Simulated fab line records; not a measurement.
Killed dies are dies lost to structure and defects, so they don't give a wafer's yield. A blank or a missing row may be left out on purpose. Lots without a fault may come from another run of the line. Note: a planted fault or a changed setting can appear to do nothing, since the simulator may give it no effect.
fab line records -- flow n5Finfet -- part 1 of 2: steps 1 to 18 of 28
[record] lots = 5, wafers = 15, lastDay = 20
route steps=1938 shown BEOL_M10@1505
lots that met no fault: from a run of the same line without faults
startH: the number of hours between the record's first day and the start of the first shown wafer of the lot -- waitH: hours elapsed since this lot's preceding step -- " as in the row above -- L1.1+2: a row that stands for several wafers -- - no value, or no start was given -- * or withheld: withheld -- < > ~ a bound
route shown NAME@n: names a module that has steps shown in the file, with the first one's number in the route -- usual: average and standard deviation across the fault-free wafers -- same: alike in all rows -- chamber/n: place in a boat -- sites: readings site by site -- _std_site: standard deviation across them -- _edge_site: the outer-site mean with the inner-site mean subtracted -- radiusMm: for every site, how far away it sits from the centre of the wafer -- mask NAME#n: copy n -- behind: the tool/chamber that last shaped the wafer -- hold: what put the lot on hold/how long, in hours/how the hold closed -- device: the transistor (n, p or np) that didn't switch -- end of line: tests run on the same wafers once the route is complete -- where a step has no rows: the recipe by itself -- killed: the dies lost at the first sort to structure and to defects; this is not the yield of the wafer -- map: the dies of a wafer, with x for killed, . for not killed, _ for no die there
set.NAME: the setting the step ran with; set.NAME@STEP: the setting that earlier step ran with -- model.NAME: the simulator's own value behind a step, which no gauge read
lots at selected steps of the route; one table per step, one row per wafer
services: from which hour (startH, from the record's first day; less than 0 if before it) a tool's chamber was out of use, for how many hours, and why
[[steps]]
[step N5_BEOL_M10_DESCUM_33]
[recipe] chemistry = O2, timeS = 7.9, sourcePowerW = 50, biasPowerW = 20, pressureMtorr = 20, rfFrequencyHz = 2.712e+07, tempC = 40, resist = CAR-ArF, o2FlowSccm = 225
[usual] drypumpMotorCurrentA = 5.70/0.17, oesProductAu = 0.77/0.079, rfVppV = 242.7/1.3, showerheadPlenumPTorr = 2.04/0.066, throttleValvePct = 20.43/0.29
lot.wafer,tool,chamber,startH,waitH,drypumpMotorCurrentA,oesProductAu,rfHoursCounterH,rfVppV,showerheadPlenumPTorr,throttleValvePct
L075.1,rieDiel-04,0,321.36,0.0,5.83,0.86,57,242.1,2.05,20.66
L075.5,rieDiel-04,1,321.36,0.0,5.93,0.88,-,242.7,2.05,20.27
L075.6,rieDiel-04,0,321.36,0.0,5.85,0.86,-,242.3,2.05,20.67
L081.1,rieDiel-03,3,380.80,0.0,5.65,0.74,198,241.6,1.95,20.19
L081.2,rieDiel-03,0,380.80,0.0,5.53,0.91,15,242.0,2.06,20.23
L081.4,rieDiel-03,2,380.80,0.0,5.93,0.68,247,243.9,2.13,20.52
L084.2,rieDiel-01,0,380.86,0.0,5.73,0.76,158,241.1,1.99,20.38
L084.3,rieDiel-01,2,380.86,0.0,5.64,0.69,231,242.9,2.06,20.89
L084.6,rieDiel-01,2,380.86,0.0,5.63,0.69,-,243.6,2.06,20.89
L089.3,rieDiel-04,0,405.89,0.0,5.86,0.82,85,243.9,2.05,20.70
L089.5,rieDiel-04,1,405.89,0.0,5.90,0.84,-,243.3,2.04,20.29
L089.6,rieDiel-04,0,405.89,0.0,5.88,0.83,-,242.7,2.04,20.71
L091.1,rieDiel-03,0,414.18,0.0,5.53,0.88,30,242.5,2.06,20.24
L091.2,rieDiel-03,3,414.18,0.0,5.63,0.71,212,240.6,1.95,20.22
L091.6,rieDiel-03,0,414.18,0.0,5.54,0.88,-,241.7,2.06,20.25
[step N5_BEOL_M10_ETCH_65]
[recipe] chemistry = CF4, target = SiARC, targetDepthA = 390, maskMaterial = CAR-ArF, timeS = 65, ionEnergyEv = 80, pressureMtorr = 40, sourceW = 545, biasW = 36, Ar_flow_sccm = 100, cf4FlowSccm = 100, ends = cleared
[usual] drypumpMotorCurrentA = 5.70/0.17, etchRfOnTimeS = 65.5/2.6, oesProductAu = 0.66/0.07, rfVppV = 183.4/0.97, showerheadPlenumPTorr = 2.10/0.061, throttleValvePct = 15.66/0.25
lot.wafer,tool,chamber,startH,waitH,drypumpMotorCurrentA,etchRfOnTimeS,oesProductAu,rfHoursCounterH,rfVppV,showerheadPlenumPTorr,throttleValvePct
L075.1,rieDiel-04,0,321.39,0.0,5.85,63.5,0.73,57,184.0,2.09,15.67
L075.5,rieDiel-04,1,321.39,0.0,5.88,62.6,0.76,-,181.6,2.07,15.30
L075.6,rieDiel-04,0,321.39,0.0,5.85,63.6,0.74,-,183.8,2.09,15.67
L081.1,rieDiel-03,3,380.83,0.0,5.65,67.3,0.62,198,183.0,2.04,15.69
L081.2,rieDiel-03,0,380.83,0.0,5.53,60.9,0.79,15,183.1,2.09,15.26
L081.4,rieDiel-03,2,380.83,0.0,5.99,68.6,0.58,247,184.6,2.18,15.80
L084.2,rieDiel-01,0,380.89,0.0,5.71,63.6,0.66,158,182.5,2.06,15.70
L084.3,rieDiel-01,2,380.89,0.0,5.62,70.1,0.58,232,184.6,2.11,16.14
L084.6,rieDiel-01,2,380.89,0.0,5.63,69.7,0.58,-,182.3,2.11,16.13
L089.3,rieDiel-04,0,405.92,0.0,5.87,63.2,0.71,85,184.1,2.08,15.73
L089.5,rieDiel-04,1,405.92,0.0,5.92,62.3,0.73,-,182.3,2.06,15.38
L089.6,rieDiel-04,0,405.92,0.0,5.86,62.8,0.71,-,184.4,2.08,15.72
L091.1,rieDiel-03,0,414.22,0.0,5.52,61.9,0.77,30,183.2,2.09,15.28
L091.2,rieDiel-03,3,414.22,0.0,5.65,67.8,0.60,212,184.0,2.04,15.72
L091.6,rieDiel-03,0,414.22,0.0,5.53,62.1,0.77,-,183.2,2.09,15.29
[step N5_BEOL_M10_ETCH_66]
[recipe] chemistry = N2/H2, target = SOC, targetDepthA = 1200, overetchA = 240, maskMaterial = SiARC, tempC = 40, timeS = 180, ionEnergyEv = 200, pressureMtorr = 30, sourceW = 840, biasW = 150, n2FlowSccm = 200, h2FlowSccm = 200
[usual] drypumpMotorCurrentA = 5.71/0.17, oesProductAu = 0.63/0.056, rfVppV = 522.5/2.3, showerheadPlenumPTorr = 2.49/0.084, throttleValvePct = 17.83/0.28
lot.wafer,tool,chamber,startH,waitH,drypumpMotorCurrentA,oesProductAu,rfHoursCounterH,rfVppV,showerheadPlenumPTorr,throttleValvePct
L075.1,rieDiel-04,0,321.44,0.0,5.87,0.69,58,521.8,2.46,17.75
L075.5,rieDiel-04,1,321.44,0.0,5.82,0.70,-,522.4,2.49,17.73
L075.6,rieDiel-04,0,321.44,0.0,5.87,0.69,-,521.9,2.46,17.76
L081.1,rieDiel-03,3,380.88,0.0,5.64,0.61,198,518.7,2.39,17.69
L081.2,rieDiel-03,0,380.88,0.0,5.55,0.73,15,521.6,2.47,17.35
L081.4,rieDiel-03,2,380.88,0.0,5.97,0.56,247,525.5,2.60,17.97
L084.2,rieDiel-01,0,380.94,0.0,5.75,0.63,158,520.6,2.44,17.86
L084.3,rieDiel-01,2,380.94,0.0,5.64,0.57,232,522.4,2.52,18.43
L084.6,rieDiel-01,2,380.94,0.0,5.64,0.57,-,524.1,2.52,18.45
L089.3,rieDiel-04,0,405.97,0.0,5.87,0.66,85,523.6,2.45,17.81
L089.5,rieDiel-04,1,405.97,0.0,5.94,0.68,-,522.5,2.48,17.78
L089.6,rieDiel-04,0,405.97,0.0,5.89,0.66,-,520.4,2.45,17.82
L091.1,rieDiel-03,0,414.27,0.0,5.52,0.70,30,519.6,2.46,17.38
L091.2,rieDiel-03,3,414.27,0.0,5.63,0.59,212,521.1,2.39,17.72
L091.6,rieDiel-03,0,414.27,0.0,5.55,0.70,-,522.8,2.46,17.38
[step N5_BEOL_M10_STRIP_69]
[recipe] chemistry = N2/H2, tempC = 40, n2FlowSccm = 200, h2FlowSccm = 200, rfFrequencyHz = 6e+07
lot.wafer,tool,chamber,startH,waitH
L075.1+5+6,rieDiel-04,"0,1,0",321.56,0.1
L081.1+2+4,rieDiel-03,"3,0,2",381.00,0.1
L084.2+3+6,rieDiel-01,"0,2,2",381.05,0.1
L089.3+5+6,rieDiel-04,"0,1,0",406.09,0.1
L091.1+2+6,rieDiel-03,"0,3,0",414.38,0.1
[step N5_BEOL_M10_VIA_ETCH_34]
[recipe] chemistry = C4F6/O2, target = SiCOH_lowk, targetDepthA = 1845, maskMaterial = SOC, taperDeg = 4, timeS = 69.2, ionEnergyEv = 250, pressureMtorr = 30, sourceW = 345, biasW = 185, Ar_flow_sccm = 300, C4F6_flow_sccm = 10, O2_flow_sccm = 10
[usual] drypumpMotorCurrentA = 5.70/0.17, oesProductAu = 0.77/0.081, rfVppV = 661/25, showerheadPlenumPTorr = 2.79/0.08, throttleValvePct = 20.94/0.27
lot.wafer,tool,chamber,startH,waitH,drypumpMotorCurrentA,oesProductAu,rfHoursCounterH,rfVppV,showerheadPlenumPTorr,throttleValvePct
L075.1,rieDiel-04,0,321.57,0.0,5.87,0.86,58,669,2.77,20.98
L075.5,rieDiel-04,1,321.57,0.0,5.91,0.88,-,674,2.74,20.52
L075.6,rieDiel-04,0,321.57,0.0,5.84,0.86,-,670,2.77,20.97
L081.1,rieDiel-03,3,381.01,0.0,5.67,0.72,198,651,2.72,20.99
L081.2,rieDiel-03,0,381.01,0.0,5.54,0.91,15,637,2.78,20.58
L081.4,rieDiel-03,2,381.01,0.0,5.96,0.67,247,662,2.90,21.00
L084.2,rieDiel-01,0,381.06,0.0,5.74,0.76,159,628,2.74,20.96
L084.3,rieDiel-01,2,381.06,0.0,5.63,0.69,232,691,2.81,21.43
L084.6,rieDiel-01,2,381.06,0.0,5.66,0.68,-,691,2.81,21.43
L089.3,rieDiel-04,0,406.10,0.0,5.82,0.82,85,671,2.75,21.01
L089.5,rieDiel-04,1,406.10,0.0,5.91,0.84,-,672,2.73,20.58
L089.6,rieDiel-04,0,406.10,0.0,5.86,0.82,-,669,2.75,21.01
L091.1,rieDiel-03,0,414.39,0.0,5.55,0.89,30,636,2.78,20.60
L091.2,rieDiel-03,3,414.39,0.0,5.65,0.72,212,649,2.72,20.99
L091.6,rieDiel-03,0,414.39,0.0,5.53,0.87,-,638,2.78,20.60
[step N5_BEOL_M10_STRIP_73]
[recipe] chemistry = C4F6/O2, resist = SiARC, rfFrequencyHz = 6e+07
lot.wafer,tool,chamber,startH,waitH
L075.1+5+6,rieDiel-04,"0,1,0",321.62,0.0
L081.1+2+4,rieDiel-03,"3,0,2",381.06,0.0
L084.2+3+6,rieDiel-01,"0,2,2",381.12,0.0
L089.3+5+6,rieDiel-04,"0,1,0",406.15,0.0
L091.1+2+6,rieDiel-03,"0,3,0",414.44,0.0
[step N5_BEOL_M10_STRIP_36]
[recipe] chemistry = N2/H2, powerW = 450, tempC = 40, pressureMtorr = 20, rfFrequencyHz = 6e+07, overashFraction = 0.3, biasPowerW = 7, h2Frac = 0.5, n2FlowSccm = 200, h2FlowSccm = 200
[usual] drypumpMotorCurrentA = 5.71/0.16, oesProductAu = 0.77/0.079, rfVppV = 58.9/1.8, showerheadPlenumPTorr = 2.48/0.084, throttleValvePct = 23.6/0.34
lot.wafer,tool,chamber,startH,waitH,drypumpMotorCurrentA,oesProductAu,rfHoursCounterH,rfVppV,showerheadPlenumPTorr,throttleValvePct
L075.1,rieDiel-04,0,321.63,0.0,5.86,0.85,58,58.1,2.46,23.5
L075.5,rieDiel-04,1,321.63,0.0,5.93,0.87,-,60.4,2.48,23.6
L075.6,rieDiel-04,0,321.63,0.0,5.88,0.85,-,58.4,2.46,23.5
L081.1,rieDiel-03,3,381.07,0.0,5.70,0.74,198,57.8,2.39,23.3
L081.2,rieDiel-03,0,381.07,0.0,5.52,0.91,15,63.1,2.46,23.1
L081.4,rieDiel-03,2,381.07,0.0,6.00,0.69,247,54.9,2.60,23.7
L084.2,rieDiel-01,0,381.13,0.0,5.73,0.77,159,60.1,2.43,23.7
L084.3,rieDiel-01,2,381.13,0.0,5.65,0.68,232,57.3,2.51,24.3
L084.6,rieDiel-01,2,381.13,0.0,5.64,0.70,-,63.7,2.51,24.3
L089.3,rieDiel-04,0,406.16,0.0,5.86,0.83,85,59.2,2.45,23.5
L089.5,rieDiel-04,1,406.16,0.0,5.96,0.83,-,57.9,2.47,23.6
L089.6,rieDiel-04,0,406.16,0.0,5.88,0.81,-,60.8,2.45,23.5
L091.1,rieDiel-03,0,414.45,0.0,5.52,0.90,30,59.0,2.46,23.1
L091.2,rieDiel-03,3,414.45,0.0,5.70,0.73,213,58.4,2.38,23.3
L091.6,rieDiel-03,0,414.45,0.0,5.53,0.88,-,56.1,2.46,23.1
[step N5_BEOL_M10_TRENCH_ETCH_37]
[recipe] chemistry = C4F6/O2, targetDepthA = 1488.3, target = SiCOH_lowk, timeS = 48, ionEnergyEv = 250, pressureMtorr = 30, sourceW = 345, biasW = 185, Ar_flow_sccm = 300, C4F6_flow_sccm = 10, O2_flow_sccm = 10
[usual] drypumpMotorCurrentA = 5.71/0.16, oesProductAu = 0.78/0.08, rfVppV = 661/25, showerheadPlenumPTorr = 2.79/0.08, throttleValvePct = 20.96/0.27
lot.wafer,tool,chamber,startH,waitH,drypumpMotorCurrentA,oesProductAu,rfHoursCounterH,rfVppV,showerheadPlenumPTorr,throttleValvePct
L075.1,rieDiel-04,0,-,-,5.84,0.86,58,671,2.77,20.98
L075.5,rieDiel-04,1,-,-,5.90,0.87,-,673,2.74,20.55
L075.6,rieDiel-04,0,-,-,5.86,0.86,-,670,2.77,21.02
L081.1,rieDiel-03,3,-,-,5.64,0.72,198,649,2.72,20.99
L081.2,rieDiel-03,0,-,-,5.54,0.93,15,638,2.78,20.60
L081.4,rieDiel-03,2,-,-,5.96,0.67,247,663,2.90,21.03
L084.2,rieDiel-01,0,-,-,5.74,0.76,159,628,2.74,21.02
L084.3,rieDiel-01,2,-,-,5.65,0.69,232,693,2.81,21.45
L084.6,rieDiel-01,2,-,-,5.65,0.69,-,692,2.81,21.47
L089.3,rieDiel-04,0,-,-,5.87,0.82,85,671,2.75,21.04
L089.5,rieDiel-04,1,-,-,5.91,0.83,-,674,2.73,20.58
L089.6,rieDiel-04,0,-,-,5.87,0.83,-,669,2.75,21.04
L091.1,rieDiel-03,0,-,-,5.53,0.89,30,637,2.78,20.64
L091.2,rieDiel-03,3,-,-,5.68,0.72,213,649,2.71,21.01
L091.6,rieDiel-03,0,-,-,5.52,0.89,-,639,2.78,20.63
[step N5_BEOL_M10_ETCH_41]
[recipe] chemistry = CH3F/O2, target = SiCN, targetDepthA = 426, taperDeg = 2, timeS = 86, ionEnergyEv = 120, maskMaterial = TiN, pressureMtorr = 30, sourceW = 395, biasW = 75, Ar_flow_sccm = 150, CH3F_flow_sccm = 30, O2_flow_sccm = 20
[usual] drypumpMotorCurrentA = 5.70/0.17, oesProductAu = 0.78/0.082, rfVppV = 296.6/1.5, showerheadPlenumPTorr = 1.96/0.059, throttleValvePct = 16.37/0.28
lot.wafer,tool,chamber,startH,waitH,drypumpMotorCurrentA,oesProductAu,rfHoursCounterH,rfVppV,showerheadPlenumPTorr,throttleValvePct
L075.1,rieDiel-04,0,-,-,5.83,0.86,58,295.4,1.94,16.37
L075.5,rieDiel-04,1,-,-,5.93,0.88,-,295.8,1.93,15.98
L075.6,rieDiel-04,0,-,-,5.88,0.85,-,296.1,1.94,16.38
L081.1,rieDiel-03,3,-,-,5.65,0.72,198,296.8,1.90,16.41
L081.2,rieDiel-03,0,-,-,5.53,0.92,15,296.8,1.96,15.99
L081.4,rieDiel-03,2,-,-,5.97,0.67,247,298.1,2.05,16.53
L084.2,rieDiel-01,0,-,-,5.74,0.76,159,295.0,1.92,16.38
L084.3,rieDiel-01,2,-,-,5.62,0.69,232,296.2,1.98,16.86
L084.6,rieDiel-01,2,-,-,5.63,0.69,-,297.9,1.98,16.87
L089.3,rieDiel-04,0,-,-,5.86,0.83,85,296.1,1.93,16.42
L089.5,rieDiel-04,1,-,-,5.92,0.85,-,295.9,1.92,16.05
L089.6,rieDiel-04,0,-,-,5.86,0.83,-,296.1,1.93,16.42
L091.1,rieDiel-03,0,-,-,5.53,0.88,30,295.5,1.95,16.03
L091.2,rieDiel-03,3,-,-,5.64,0.71,213,295.6,1.90,16.43
L091.6,rieDiel-03,0,-,-,5.54,0.88,-,297.8,1.95,16.02
[step N5_BEOL_M10_STRIP_77]
[recipe] chemistry = N2/H2, timeS = 10, powerW = 450, tempC = 40, pressureMtorr = 20, rfFrequencyHz = 6e+07, biasPowerW = 7, n2FlowSccm = 200, h2FlowSccm = 200
[usual] drypumpMotorCurrentA = 5.71/0.17, oesProductAu = 0.77/0.078, rfVppV = 59.1/0.96, showerheadPlenumPTorr = 2.48/0.084, throttleValvePct = 23.6/0.34
lot.wafer,tool,chamber,startH,waitH,drypumpMotorCurrentA,oesProductAu,rfHoursCounterH,rfVppV,showerheadPlenumPTorr,throttleValvePct
L075.1,rieDiel-04,0,-,-,5.85,0.86,58,58.0,2.46,23.5
L075.5,rieDiel-04,1,-,-,5.93,0.87,-,59.8,2.48,23.6
L075.6,rieDiel-04,0,-,-,5.88,0.86,-,60.0,2.46,23.5
L081.1,rieDiel-03,3,-,-,5.69,0.73,198,59.5,2.39,23.3
L081.2,rieDiel-03,0,-,-,5.54,0.92,15,59.8,2.46,23.1
L081.4,rieDiel-03,2,-,-,5.95,0.67,247,60.1,2.60,23.7
L084.2,rieDiel-01,0,-,-,5.76,0.77,159,60.8,2.43,23.7
L084.3,rieDiel-01,2,-,-,5.65,0.70,232,59.3,2.51,24.3
L084.6,rieDiel-01,2,-,-,5.64,0.69,-,60.1,2.51,24.3
L089.3,rieDiel-04,0,-,-,5.88,0.82,85,60.9,2.45,23.5
L089.5,rieDiel-04,1,-,-,5.91,0.83,-,60.8,2.47,23.6
L089.6,rieDiel-04,0,-,-,5.85,0.82,-,58.0,2.45,23.5
L091.1,rieDiel-03,0,-,-,5.54,0.88,30,60.1,2.46,23.1
L091.2,rieDiel-03,3,-,-,5.67,0.72,213,59.6,2.38,23.3
L091.6,rieDiel-03,0,-,-,5.53,0.88,-,60.8,2.46,23.1
[step N5_BEOL_M10_OCD_MEAS_38]
[usual] trenchDepthNm = 147/4
lot.wafer,tool,chamber,startH,waitH,trenchDepthNm
L075.1,ocd-02,-,321.85,-,151
L075.5,ocd-02,-,321.85,-,149
L075.6,ocd-02,-,321.85,-,151
L081.1,ocd-01,-,381.29,-,143
L081.2,ocd-01,-,381.29,-,155
L081.4,ocd-01,-,381.29,-,141
L084.2,ocd-01,-,381.35,-,147
L084.3,ocd-01,-,381.35,-,143
L084.6,ocd-01,-,381.35,-,143
L089.3,ocd-02,-,406.40,-,150
L089.5,ocd-02,-,406.40,-,149
L089.6,ocd-02,-,406.40,-,151
L091.1,ocd-02,-,414.67,-,154
L091.2,ocd-02,-,414.67,-,145
L091.6,ocd-02,-,414.67,-,154
[step N5_BEOL_M10_HM_STRIP_39]
[recipe] chemistry = peroxideTinStrip, material = TiN, targetDepthA = 250, tempC = 50, timeS = 158
[usual] bathGuardTempC = 50.0/0.39
lot.wafer,tool,chamber,startH,waitH,bathGuardTempC
L075.1,wetBench-01,7,321.89,0.0,50.1
L075.5,wetBench-01,3,321.89,0.0,50.4
L075.6,wetBench-01,6,321.89,0.0,50.1
L081.1,wetBench-01,7,381.32,0.0,49.8
L081.2,wetBench-01,1,381.32,0.0,50.2
L081.4,wetBench-01,6,381.32,0.0,50.3
L084.2,wetBench-02,0,381.38,0.0,50.3
L084.3,wetBench-02,4,381.38,0.0,49.9
L084.6,wetBench-02,1,381.38,0.0,49.6
L089.3,wetBench-01,1,406.42,0.0,50.6
L089.5,wetBench-01,0,406.42,0.0,49.9
L089.6,wetBench-01,3,406.42,0.0,50.2
L091.1,wetBench-03,2,414.71,0.0,49.4
L091.2,wetBench-03,7,414.71,0.0,49.8
L091.6,wetBench-03,4,414.71,0.0,50.0
[step N5_BEOL_M10_SRD_40]
[recipe] timeS = 30, tempC = 23, rinseLiquid = diw, dry = ipaMarangoni
lot.wafer,tool,chamber,startH,waitH
L075.1+5+6,wetBench-01,"7,3,6",321.93,0.0
L081.1+2+4,wetBench-01,"7,1,6",381.38,0.0
L084.2+3+6,wetBench-02,"0,4,1",381.43,0.0
L089.3+5+6,wetBench-01,"1,0,3",406.48,0.0
L091.1+2+6,wetBench-03,"2,7,4",414.75,0.0
[step N5_BEOL_M10_PRECLEAN_42]
[recipe] chemistry = residueRemover, timeS = 60, tempC = 40
[usual] bathGuardTempC = 40.0/0.39
lot.wafer,tool,chamber,startH,waitH,bathGuardTempC
L075.1,wetBench-01,7,321.95,0.0,40.3
L075.5,wetBench-01,3,321.95,0.0,40.5
L075.6,wetBench-01,6,321.95,0.0,40.1
L081.1,wetBench-01,7,381.39,0.0,39.7
L081.2,wetBench-01,1,381.39,0.0,39.9
L081.4,wetBench-01,6,381.39,0.0,40.2
L084.2,wetBench-02,0,381.45,0.0,40.8
L084.3,wetBench-02,4,381.45,0.0,39.8
L084.6,wetBench-02,1,381.45,0.0,39.8
L089.3,wetBench-01,1,406.49,0.0,40.2
L089.5,wetBench-01,0,406.49,0.0,40.0
L089.6,wetBench-01,3,406.49,0.0,40.5
L091.1,wetBench-03,2,414.77,0.0,39.8
L091.2,wetBench-03,7,414.77,0.0,39.9
L091.6,wetBench-03,4,414.77,0.0,39.9
[step N5_BEOL_M10_SRD_43]
[recipe] timeS = 30, tempC = 23, rinseLiquid = diw, dry = ipaMarangoni
lot.wafer,tool,chamber,startH,waitH
L075.1+5+6,wetBench-01,"7,3,6",321.97,0.0
L081.1+2+4,wetBench-01,"7,1,6",381.41,0.0
L084.2+3+6,wetBench-02,"0,4,1",381.46,0.0
L089.3+5+6,wetBench-01,"1,0,3",406.51,0.0
L091.1+2+6,wetBench-03,"2,7,4",414.79,0.0
[step N5_BEOL_M10_CD_MEAS_35]
[recipe] targetCdNm = 70, polarity = opening
[usual] cdNm = 69.7/0.84
lot.wafer,tool,chamber,startH,waitH,cdNm
L075.1,cdSem-02,-,322.01,0.0,68.7
L075.5,cdSem-02,-,322.01,0.0,70.2
L075.6,cdSem-02,-,322.01,0.0,69.9
L081.1,cdSem-02,-,381.45,0.0,69.1
L081.2,cdSem-02,-,381.45,0.0,69.9
L081.4,cdSem-02,-,381.45,0.0,68.1
L084.2,cdSem-02,-,381.50,0.0,69.8
L084.3,cdSem-02,-,381.50,0.0,69.1
L084.6,cdSem-02,-,381.50,0.0,70.3
L089.3,cdSem-01,-,406.56,0.0,69.2
L089.5,cdSem-01,-,406.56,0.0,69.9
L089.6,cdSem-01,-,406.56,0.0,70.6
L091.1,cdSem-02,-,414.83,0.0,71.0
L091.2,cdSem-02,-,414.83,0.0,71.0
L091.6,cdSem-02,-,414.83,0.0,69.9
[step N5_BEOL_M10_CURE_72]
[recipe] tempC = 370, timeS = 120, ambient = DMADMS/He, material = SiCOH_lowk
[usual] lampPowerPct = 52.32/0.052, wafer_temp_C_max = 371.6/0.44
lot.wafer,tool,chamber,startH,waitH,lampPowerPct,wafer_temp_C_max
L075.1,uvCure-02,0,322.05,0.0,52.32,372.4
L075.5,uvCure-02,0,322.05,0.0,52.31,371.3
L075.6,uvCure-02,0,322.05,0.0,52.27,372.4
L081.1,uvCure-03,2,381.50,0.0,52.29,371.5
L081.2,uvCure-03,2,381.50,0.0,52.30,371.6
L081.4,uvCure-03,2,381.50,0.0,52.33,371.5
L084.2,uvCure-02,0,381.60,0.1,52.26,371.5
L084.3,uvCure-02,0,381.60,0.1,52.36,372.0
L084.6,uvCure-02,0,381.60,0.1,52.29,371.8
L089.3,uvCure-02,0,406.70,0.1,52.32,371.5
L089.5,uvCure-02,0,406.70,0.1,52.27,371.5
L089.6,uvCure-02,0,406.70,0.1,52.39,371.8
L091.1,uvCure-02,0,415.07,0.2,52.41,372.0
L091.2,uvCure-02,0,415.07,0.2,52.27,372.8
L091.6,uvCure-02,0,415.07,0.2,52.35,371.8
[step N5_BEOL_M10_DEGAS_44]
[recipe] ambient = vacuum, tempC = 250, timeS = 60
[usual] heaterPowerW = 308/27
lot.wafer,tool,chamber,startH,waitH,heaterPowerW
L075.1,pvdSputter-02,-,322.37,0.3,283
L075.5,pvdSputter-02,-,322.37,0.3,284
L075.6,pvdSputter-02,-,322.37,0.3,311
L081.1,pvdSputter-01,-,381.83,0.3,345
L081.2,pvdSputter-01,-,381.83,0.3,314
L081.4,pvdSputter-01,-,381.83,0.3,364
L084.2,pvdSputter-02,-,382.04,0.4,347
L084.3,pvdSputter-02,-,382.04,0.4,273
L084.6,pvdSputter-02,-,382.04,0.4,282
L089.3,pvdSputter-03,-,407.28,0.5,271
L089.5,pvdSputter-03,-,407.28,0.5,258
L089.6,pvdSputter-03,-,407.28,0.5,300
L091.1,pvdSputter-03,-,417.73,2.6,267
L091.2,pvdSputter-03,-,417.73,2.6,325
L091.6,pvdSputter-03,-,417.73,2.6,272
